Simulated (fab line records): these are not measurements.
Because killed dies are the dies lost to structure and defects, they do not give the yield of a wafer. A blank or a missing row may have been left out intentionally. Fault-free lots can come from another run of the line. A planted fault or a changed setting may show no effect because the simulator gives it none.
Which tool did it?    flow nandHarc    24 lots with 72 wafers sampled at 6 steps, on a route of 1302 steps

## WHAT EACH GAUGE READ, for each wafer
No reading from a measuring or inspecting step in the record can be judged against a usual standard deviation.

## EACH LOT AND THE TOOL THAT RAN IT (in order: tool; ch and the chambers of the sampled wafers; start)
lot   NHARC_A_STAIRCASE_TRIM_229         NHARC_A_STAIRCASE_HM_DEP_459  NHARC_A_STAIRCASE_DESCUM_291       NHARC_A_STAIRCASE_HM_OPEN_460                 NHARC_A_STAIRCASE_STRIP_295                   NHARC_A_STAIRCASE_DEP_301
L074  rieDiel-03 ch 0,2,3, day 16 11:09  aclDep-03 ch 0, day 17 02:12  rieDiel-11 ch 0,2,3, day 17 04:56  rieDiel-11 ch 0,1,3, day 17 09:06 or earlier  rieDiel-11 ch 0,1,3, day 17 09:06 or earlier  pecvd-04 ch 0,1,2, day 17 09:06
L076  rieDiel-02 ch 0,1,3, day 16 23:14  aclDep-01 ch 0, day 17 11:49  rieDiel-11 ch 1,2,3, day 17 13:46  rieDiel-11 ch 0,1,2, day 17 17:55 or earlier  rieDiel-11 ch 0,3, day 17 17:55 or earlier    pecvd-01 ch 0,1,2, day 17 17:55
L075  rieDiel-02 ch 2,3, day 16 23:34    aclDep-02 ch 0, day 17 12:11  rieDiel-11 ch 1,2, day 17 16:28    rieDiel-11 ch 0,2,3, day 18 00:26 or earlier  rieDiel-11 ch 0,1,2, day 18 00:26 or earlier  pecvd-04 ch 0,1, day 18 00:26
L077  rieDiel-11 ch 0,2,3, day 17 09:04  aclDep-02 ch 0, day 17 23:04  rieDiel-03 ch 0,1,2, day 18 01:55  rieDiel-03 ch 1,2,3, day 18 06:02 or earlier  rieDiel-03 ch 0,1,2, day 18 06:02 or earlier  pecvd-01 ch 0,1,2, day 18 06:02
L078  rieDiel-11 ch 0,1,2, day 18 05:34  aclDep-03 ch 0, day 18 16:31  rieDiel-03 ch 0,2,3, day 18 19:14  rieDiel-03 ch 1,2,3, day 19 00:31 or earlier  rieDiel-03 ch 1,2,3, day 19 00:31 or earlier  pecvd-01 ch 0,1,2, day 19 00:31
L079  rieDiel-11 ch 0,3, day 18 15:02    aclDep-03 ch 0, day 19 02:08  rieDiel-03 ch 0,3, day 19 04:40    rieDiel-03 ch 1,2,3, day 19 09:00 or earlier  rieDiel-03 ch 0,3, day 19 09:00 or earlier    pecvd-03 ch 1,2, day 19 09:00
L080  rieDiel-11 ch 1,2, day 19 12:33    aclDep-01 ch 0, day 19 23:38  rieDiel-11 ch 0,1, day 20 01:48    rieDiel-11 ch 1,2,3, day 20 06:56 or earlier  rieDiel-11 ch 0,2,3, day 20 06:56 or earlier  pecvd-03 ch 0,1,2, day 20 06:56
L081  rieDiel-02 ch 1,2,3, day 19 17:46  aclDep-03 ch 0, day 20 06:05  rieDiel-02 ch 0,1,2, day 20 08:56  rieDiel-02 ch 0,1,2, day 20 14:47 or earlier  rieDiel-02 ch 0,1, day 20 14:47 or earlier    pecvd-04 ch 0,1,2, day 20 14:47
L084  rieDiel-11 ch 0,3, day 20 05:41    aclDep-02 ch 0, day 20 19:37  rieDiel-02 ch 0,2,3, day 20 22:08  rieDiel-02 ch 1,2, day 21 02:14 or earlier    rieDiel-02 ch 0,1, day 21 02:14 or earlier    pecvd-03 ch 0,2, day 21 02:14
L082  rieDiel-02 ch 0,1,2, day 20 06:04  aclDep-01 ch 0, day 20 19:50  rieDiel-02 ch 2,3, day 20 22:40    rieDiel-02 ch 0,1, day 21 04:06 or earlier    rieDiel-02 ch 0,2,3, day 21 04:06 or earlier  pecvd-03 ch 0,1, day 21 04:06
L083  rieDiel-11 ch 0,2,3, day 20 12:48  aclDep-01 ch 0, day 21 00:11  rieDiel-03 ch 0,2,3, day 21 02:44  rieDiel-03 ch 0,1,2, day 21 09:51 or earlier  rieDiel-03 ch 0,1,3, day 21 09:51 or earlier  pecvd-03 ch 0,1,2, day 21 09:51
L086  rieDiel-02 ch 1,3, day 21 00:51    aclDep-01 ch 0, day 21 11:45  rieDiel-03 ch 0,2,3, day 21 14:38  rieDiel-03 ch 0,2,3, day 21 19:39 or earlier  rieDiel-03 ch 0,1,2, day 21 19:39 or earlier  pecvd-04 ch 0,1,2, day 21 19:39
L087  rieDiel-11 ch 0,1,3, day 21 06:44  aclDep-02 ch 0, day 21 17:55  rieDiel-02 ch 2,3, day 21 20:49    rieDiel-02 ch 0,2,3, day 22 03:42 or earlier  rieDiel-02 ch 0,2,3, day 22 03:42 or earlier  pecvd-04 ch 0,2, day 22 03:42
L085  rieDiel-02 ch 0,2,3, day 21 07:11  aclDep-02 ch 0, day 21 19:46  rieDiel-11 ch 1,2,3, day 21 22:37  rieDiel-11 ch 0,2,3, day 22 04:16 or earlier  rieDiel-11 ch 0,1,3, day 22 04:16 or earlier  pecvd-03 ch 0,1, day 22 04:16
L088  rieDiel-03 ch 0,2,3, day 22 17:44  aclDep-03 ch 0, day 23 05:52  rieDiel-11 ch 1,2,3, day 23 07:51  rieDiel-11 ch 1,2,3, day 23 15:24 or earlier  rieDiel-11 ch 1,2,3, day 23 15:24 or earlier  pecvd-03 ch 0,1,2, day 23 15:24
L089  rieDiel-11 ch 1,3, day 22 20:32    aclDep-03 ch 0, day 23 07:25  rieDiel-03 ch 0,2,3, day 23 09:40  rieDiel-03 ch 0,1,3, day 23 16:13 or earlier  rieDiel-03 ch 0,1,2, day 23 16:13 or earlier  pecvd-01 ch 0,2, day 23 16:13
L091  rieDiel-11 ch 1,2,3, day 23 01:29  aclDep-01 ch 0, day 23 15:55  rieDiel-03 ch 0,1,3, day 23 18:46  rieDiel-03 ch 0,2,3, day 23 23:39 or earlier  rieDiel-03 ch 0,1,2, day 23 23:39 or earlier  pecvd-01 ch 0,1,2, day 23 23:39
L090  rieDiel-03 ch 0,1,2, day 23 08:13  aclDep-01 ch 0, day 23 21:28  rieDiel-11 ch 2,3, day 24 00:31    rieDiel-11 ch 1,3, day 24 05:16 or earlier    rieDiel-11 ch 1,2,3, day 24 05:16 or earlier  pecvd-04 ch 0,1, day 24 05:16
L092  rieDiel-02 ch 1,2,3, day 23 14:19  aclDep-03 ch 0, day 24 02:08  rieDiel-02 ch 0,3, day 24 04:58    rieDiel-02 ch 0,3, day 24 11:32 or earlier    rieDiel-02 ch 1,3, day 24 11:32 or earlier    pecvd-01 ch 0,1, day 24 11:32
L093  rieDiel-03 ch 0,1,2, day 24 12:05  aclDep-03 ch 0, day 24 22:02  rieDiel-11 ch 0,1,2, day 25 00:39  rieDiel-11 ch 1,2,3, day 25 08:15 or earlier  rieDiel-11 ch 0,1,3, day 25 08:15 or earlier  pecvd-04 ch 0,1,2, day 25 08:15
L094  rieDiel-02 ch 1,3, day 24 17:17    aclDep-03 ch 0, day 25 05:52  rieDiel-11 ch 0,1,3, day 25 11:21  rieDiel-11 ch 0,2, day 25 17:12 or earlier    rieDiel-11 ch 0,2, day 25 17:12 or earlier    pecvd-04 ch 0,1,2, day 25 17:12
L096  rieDiel-11 ch 0,1,3, day 25 02:59  aclDep-03 ch 0, day 25 17:51  rieDiel-11 ch 0,3, day 25 22:09    rieDiel-11 ch 1,3, day 26 04:04 or earlier    rieDiel-11 ch 0,2,3, day 26 04:04 or earlier  pecvd-03 ch 1,2, day 26 04:04
L095  rieDiel-11 ch 0,2, day 25 03:23    aclDep-03 ch 0, day 25 19:23  rieDiel-11 ch 1,2,3, day 25 22:19  rieDiel-11 ch 1,2, day 26 05:53 or earlier    rieDiel-11 ch 2,3, day 26 05:53 or earlier    pecvd-03 ch 0,1,2, day 26 05:53
L097  rieDiel-11 ch 0,2,3, day 25 16:40  aclDep-03 ch 0, day 26 10:11  rieDiel-02 ch 1,2,3, day 26 13:23  rieDiel-02 ch 0,1,3, day 26 23:38 or earlier  rieDiel-02 ch 1,2,3, day 26 23:38 or earlier  pecvd-01 ch 0,2, day 26 23:38
- NHARC_A_STAIRCASE_TRIM_229: chemistry O2, time 211.2 s.
- NHARC_A_STAIRCASE_HM_DEP_459: deposits aC, target thk 1500 nm.
- NHARC_A_STAIRCASE_DESCUM_291: chemistry O2, time 3 s.
- NHARC_A_STAIRCASE_HM_OPEN_460: chemistry O2/COS.
- NHARC_A_STAIRCASE_STRIP_295: strips in O2.
- NHARC_A_STAIRCASE_DEP_301: deposits SiON, target thk 30 nm.

## WHAT THE TOOLS THEMSELVES READ (means of the sampled wafers that have a number; where no wafer has one, the mark that the record gives instead)
NHARC_A_STAIRCASE_TRIM_229.
lot   tool        drypumpMotorCurrentA (A)  oesProductAu (a.u.)  rfVppV (V)  showerheadPlenumPTorr (Torr)  throttleValvePct (%)
L074  rieDiel-03  5.6                       0.984                57.6        3.52                          17.040
L076  rieDiel-02  5.5                       0.991                58.6        3.60                          17.031
L075  rieDiel-02  5.0                       1.003                57.1        3.50                          17.033
L077  rieDiel-11  5.9                       0.992                57.5        3.41                          17.034
L078  rieDiel-11  5.7                       1.000                57.4        3.38                          17.042
L079  rieDiel-11  6.1                       0.994                57.6        3.40                          17.030
L080  rieDiel-11  5.5                       1.006                57.3        3.32                          17.030
L081  rieDiel-02  5.5                       0.995                58.1        3.57                          17.032
L084  rieDiel-11  6.0                       1.007                57.3        3.39                          17.037
L082  rieDiel-02  5.5                       0.996                57.7        3.61                          17.040
L083  rieDiel-11  5.8                       1.002                57.0        3.40                          17.040
L086  rieDiel-02  5.5                       0.996                57.5        3.54                          17.035
L087  rieDiel-11  6.0                       1.006                57.1        3.36                          17.040
L085  rieDiel-02  5.1                       1.000                57.3        3.49                          17.035
L088  rieDiel-03  5.6                       0.993                58.2        3.49                          17.032
L089  rieDiel-11  5.7                       1.004                57.1        3.30                          17.032
L091  rieDiel-11  5.6                       1.007                57.4        3.34                          17.029
L090  rieDiel-03  5.8                       0.992                58.3        3.60                          17.035
L092  rieDiel-02  5.5                       0.994                58.5        3.55                          17.034
L093  rieDiel-03  5.8                       0.993                58.5        3.60                          17.039
L094  rieDiel-02  5.9                       0.992                58.4        3.64                          17.031
L096  rieDiel-11  6.0                       1.004                57.6        3.34                          17.039
L095  rieDiel-11  6.0                       1.004                57.1        3.41                          17.036
L097  rieDiel-11  5.8                       0.995                58.1        3.38                          17.036

NHARC_A_STAIRCASE_HM_DEP_459.
lot   tool       throttleValvePct (%)
L074  aclDep-03  34.993
L076  aclDep-01  35.000
L075  aclDep-02  35.005
L077  aclDep-02  34.999
L078  aclDep-03  35.000
L079  aclDep-03  35.005
L080  aclDep-01  34.995
L081  aclDep-03  35.002
L084  aclDep-02  34.997
L082  aclDep-01  35.003
L083  aclDep-01  35.006
L086  aclDep-01  34.994
L087  aclDep-02  34.996
L085  aclDep-02  35.002
L088  aclDep-03  34.998
L089  aclDep-03  34.998
L091  aclDep-01  35.007
L090  aclDep-01  34.996
L092  aclDep-03  34.997
L093  aclDep-03  35.002
L094  aclDep-03  34.997
L096  aclDep-03  34.997
L095  aclDep-03  34.998
L097  aclDep-03  34.999

NHARC_A_STAIRCASE_DESCUM_291.
lot   tool        drypumpMotorCurrentA (A)  oesProductAu (a.u.)  rfVppV (V)  showerheadPlenumPTorr (Torr)  throttleValvePct (%)
L074  rieDiel-11  5.8                       0.993                56.9        1.84                          11.308
L076  rieDiel-11  5.6                       1.001                57.4        1.81                          11.313
L075  rieDiel-11  5.4                       1.003                58.2        1.82                          11.320
L077  rieDiel-03  5.8                       0.987                57.4        1.86                          11.302
L078  rieDiel-03  5.6                       0.991                57.8        1.90                          11.315
L079  rieDiel-03  5.8                       0.984                57.8        1.90                          11.304
L080  rieDiel-11  6.1                       1.010                57.9        1.83                          11.315
L081  rieDiel-02  5.4                       0.997                57.6        1.96                          11.312
L084  rieDiel-02  5.1                       0.998                58.1        1.90                          11.307
L082  rieDiel-02  5.0                       0.992                58.4        1.89                          11.308
L083  rieDiel-03  5.6                       0.993                57.2        1.89                          11.325
L086  rieDiel-03  5.6                       0.988                57.8        1.89                          11.312
L087  rieDiel-02  5.1                       1.001                57.7        1.87                          11.315
L085  rieDiel-11  5.6                       1.005                57.6        1.80                          11.309
L088  rieDiel-11  5.6                       1.005                57.1        1.80                          11.309
L089  rieDiel-03  5.6                       0.994                57.4        1.89                          11.310
L091  rieDiel-03  5.7                       0.992                58.2        1.95                          11.309
L090  rieDiel-11  5.5                       1.006                57.8        1.82                          11.310
L092  rieDiel-02  5.2                       1.002                58.1        1.90                          11.315
L093  rieDiel-11  5.7                       0.997                57.1        1.81                          11.315
L094  rieDiel-11  5.9                       1.002                57.9        1.81                          11.312
L096  rieDiel-11  6.0                       1.003                57.5        1.82                          11.306
L095  rieDiel-11  5.6                       1.002                57.3        1.79                          11.310
L097  rieDiel-02  5.4                       1.002                58.6        1.92                          11.316

NHARC_A_STAIRCASE_HM_OPEN_460.
lot   tool        drypumpMotorCurrentA (A)  oesProductAu (a.u.)  rfVppV (V)  showerheadPlenumPTorr (Torr)  throttleValvePct (%)
L074  rieDiel-11  5.9                       0.995                463.7       2.98                          28.326
L076  rieDiel-11  5.7                       1.000                463.2       2.99                          28.332
L075  rieDiel-11  5.8                       0.995                464.6       3.01                          28.333
L077  rieDiel-03  5.5                       0.989                465.3       3.02                          28.332
L078  rieDiel-03  5.5                       0.989                466.0       3.02                          28.334
L079  rieDiel-03  5.5                       0.990                465.9       3.02                          28.325
L080  rieDiel-11  5.6                       1.008                463.2       2.96                          28.324
L081  rieDiel-02  5.4                       0.985                468.8       3.19                          28.333
L084  rieDiel-02  5.4                       0.994                468.4       3.18                          28.346
L082  rieDiel-02  5.9                       0.989                470.3       3.27                          28.327
L083  rieDiel-03  5.8                       0.987                469.3       3.20                          28.329
L086  rieDiel-03  5.5                       0.988                465.6       3.09                          28.333
L087  rieDiel-02  5.2                       1.007                466.8       3.09                          28.328
L085  rieDiel-11  5.9                       1.005                464.6       3.00                          28.329
L088  rieDiel-11  5.6                       1.001                464.0       2.95                          28.323
L089  rieDiel-03  5.7                       0.993                468.2       3.17                          28.326
L091  rieDiel-03  5.6                       0.993                465.9       3.08                          28.334
L090  rieDiel-11  5.7                       0.999                463.0       2.94                          28.332
L092  rieDiel-02  5.2                       1.001                466.4       3.09                          28.327
L093  rieDiel-11  5.6                       1.004                463.2       2.94                          28.324
L094  rieDiel-11  6.0                       1.013                465.9       3.01                          28.329
L096  rieDiel-11  5.7                       1.006                462.2       2.90                          28.336
L095  rieDiel-11  5.5                       1.008                462.5       2.91                          28.323
L097  rieDiel-02  5.5                       0.996                467.5       3.14                          28.335

NHARC_A_STAIRCASE_STRIP_295.
lot   tool        drypumpMotorCurrentA (A)  oesProductAu (a.u.)  rfVppV (V)  showerheadPlenumPTorr (Torr)  throttleValvePct (%)
L074  rieDiel-11  5.9                       0.996                56.9        3.37                          17.040
L076  rieDiel-11  6.0                       0.992                58.0        3.40                          17.034
L075  rieDiel-11  5.8                       0.995                57.5        3.38                          17.036
L077  rieDiel-03  5.8                       0.984                57.3        3.44                          17.027
L078  rieDiel-03  5.5                       0.990                57.3        3.42                          17.044
L079  rieDiel-03  5.4                       0.995                57.4        3.49                          17.033
L080  rieDiel-11  5.8                       1.003                57.7        3.40                          17.034
L081  rieDiel-02  5.9                       0.994                56.7        3.69                          17.043
L084  rieDiel-02  5.9                       1.001                58.5        3.69                          17.033
L082  rieDiel-02  5.1                       1.000                57.7        3.49                          17.034
L083  rieDiel-03  5.7                       0.988                58.0        3.59                          17.037
L086  rieDiel-03  5.8                       0.990                58.1        3.61                          17.038
L087  rieDiel-02  5.1                       0.997                57.9        3.49                          17.034
L085  rieDiel-11  5.9                       1.000                58.0        3.36                          17.029
L088  rieDiel-11  5.6                       1.009                56.9        3.33                          17.033
L089  rieDiel-03  5.8                       0.991                57.3        3.60                          17.038
L091  rieDiel-03  5.8                       0.992                58.7        3.60                          17.036
L090  rieDiel-11  5.6                       1.003                57.4        3.33                          17.032
L092  rieDiel-02  5.6                       0.992                57.4        3.53                          17.045
L093  rieDiel-11  5.9                       1.005                57.2        3.34                          17.045
L094  rieDiel-11  5.7                       1.003                56.8        3.39                          17.041
L096  rieDiel-11  5.8                       1.001                58.0        3.37                          17.026
L095  rieDiel-11  5.7                       0.991                58.0        3.35                          17.029
L097  rieDiel-02  5.5                       0.989                57.5        3.54                          17.049

NHARC_A_STAIRCASE_DEP_301.
lot   tool      heaterPowerW (W)
L074  pecvd-04  832
L076  pecvd-01  726
L075  pecvd-04  791
L077  pecvd-01  760
L078  pecvd-01  781
L079  pecvd-03  750
L080  pecvd-03  786
L081  pecvd-04  794
L084  pecvd-03  786
L082  pecvd-03  858
L083  pecvd-03  791
L086  pecvd-04  778
L087  pecvd-04  840
L085  pecvd-03  910
L088  pecvd-03  757
L089  pecvd-01  713
L091  pecvd-01  724
L090  pecvd-04  864
L092  pecvd-01  768
L093  pecvd-04  815
L094  pecvd-04  753
L096  pecvd-03  803
L095  pecvd-03  792
L097  pecvd-01  666

## THE ANSWER, worked out from the rows above alone
Rule: what is usual is taken from the lots themselves. Put in order of their means at a reading, lots are off if they are a third of the lots or fewer, leave a main group of 4 or more, and stand apart from it by a gap of 3 or more times the standard deviation of the main group's means; of several such gaps the widest counts. The tables above print the reading to a certain number of digits; a main group whose means all agree to those digits is not used. Also off: a lot with no number at a reading for which 4 or more lots have one. Any other lot the step has rows for is counted as sound. The gauges are gone through in route order, then the tools' own readings, and for those a lot's mean is taken as printed above. The first step at which some lot is off is used, and at that step the reading that is off furthest; a lot without a number counts as furthest.
Across all readings shown, no lot is off: no conclusion can be drawn from this.

## WHAT THE SIMULATOR PUT IN
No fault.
